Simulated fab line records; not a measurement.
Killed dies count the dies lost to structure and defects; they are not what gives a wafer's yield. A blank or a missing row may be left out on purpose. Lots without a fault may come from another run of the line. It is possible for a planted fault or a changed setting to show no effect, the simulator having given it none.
Matching of chambers	flow n5 finfet	N5_GATE_CUT_SAC_CAP_01 on ald sin-03: 4 sister chambers
The step material SiNx, target thk 24 nm, pulse time 1 s, ald cycles 480. 24 wafers are shown with their chamber, then 12 later ones without.

## WAFERS WITH THEIR CHAMBER
wafer	chamber	heater power w (W)	susceptor temp C (C)	precursor pulse height rel
L074.3	0	1106	400.27	1.019
L074.4	2	839	399.63	1.042
L074.6	2	866	399.83	1.027
L078.2	1	660	399.70	0.990
L078.3	3	905	400.38	1.014
L078.6	3	917	399.58	1.004
L080.4	2	874	400.34	1.000
L080.5	0	1096	399.77	1.015
L080.6	3	926	400.10	1.005
L082.2	2	871	399.84	0.986
L082.4	3	892	400.10	1.047
L082.5	2	874	399.65	1.008
L083.1	0	1083	400.29	1.019
L083.4	2	872	400.36	1.001
L083.6	3	890	400.26	0.981
L085.1	3	903	400.02	0.980
L085.2	2	877	399.90	0.980
L085.3	0	1156	400.30	0.966
L087.1	1	668	399.54	1.011
L087.3	3	913	399.79	0.976
L087.5	3	910	399.96	0.978
L088.1	2	841	399.73	1.023
L088.4	0	1132	399.58	1.007
L088.5	1	663	400.07	0.970

SIGNATURES (means of the wafers above)
reading	chamber 0	chamber 1	chamber 2	chamber 3	scatter within a chamber
heater power w	1114.60	663.67	864.25	907.00	17.5
susceptor temp C	400.0420	399.7700	399.9100	400.0238	0.287
precursor pulse height rel	1.00520	0.99033	1.00838	0.99812	0.0226
Rule: for each reading, subtract the chamber's mean from the wafer's reading, divide by that reading's scatter and square the result; add these up over the readings and take the root, which gives the wafer's distance from the chamber. The wafer belongs to the nearest chamber; if the next one is less than 2 further off, it can't be placed. The scatter: take each reading less its chamber's mean, square it, sum over the shown wafers, divide by the number of wafers less the number of chambers, and take the root.

## WAFERS WHOSE CHAMBER IS MISSING
wafer	heater power w (W)	susceptor temp C (C)	precursor pulse height rel
L093.1	925	399.91	1.014
L093.3	1122	399.84	1.001
L093.4	1135	399.85	1.027
L095.2	662	399.90	0.982
L095.5	670	400.05	0.976
L095.6	856	399.64	0.991
L096.3	1123	400.03	0.977
L096.5	674	400.22	1.023
L096.6	1113	399.96	1.026
L097.2	1120	400.26	0.986
L097.3	653	399.82	1.020
L097.5	671	399.86	0.998

## THE CHAMBER EACH PASSED THROUGH
wafer	from the rows above	in truth
L093.1	3	3
L093.3	0	0
L093.4	0	0
L095.2	1	1
L095.5	1	1
L095.6	can't be placed: 2 or 3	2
L096.3	0	0
L096.5	1	1
L096.6	0	0
L097.2	0	0
L097.3	1	1
L097.5	1	1
Correctly placed: 11 of 12. Cannot be placed on the basis of these rows: 1; the candidates contain the true chamber in 1. 0 placed wrongly.
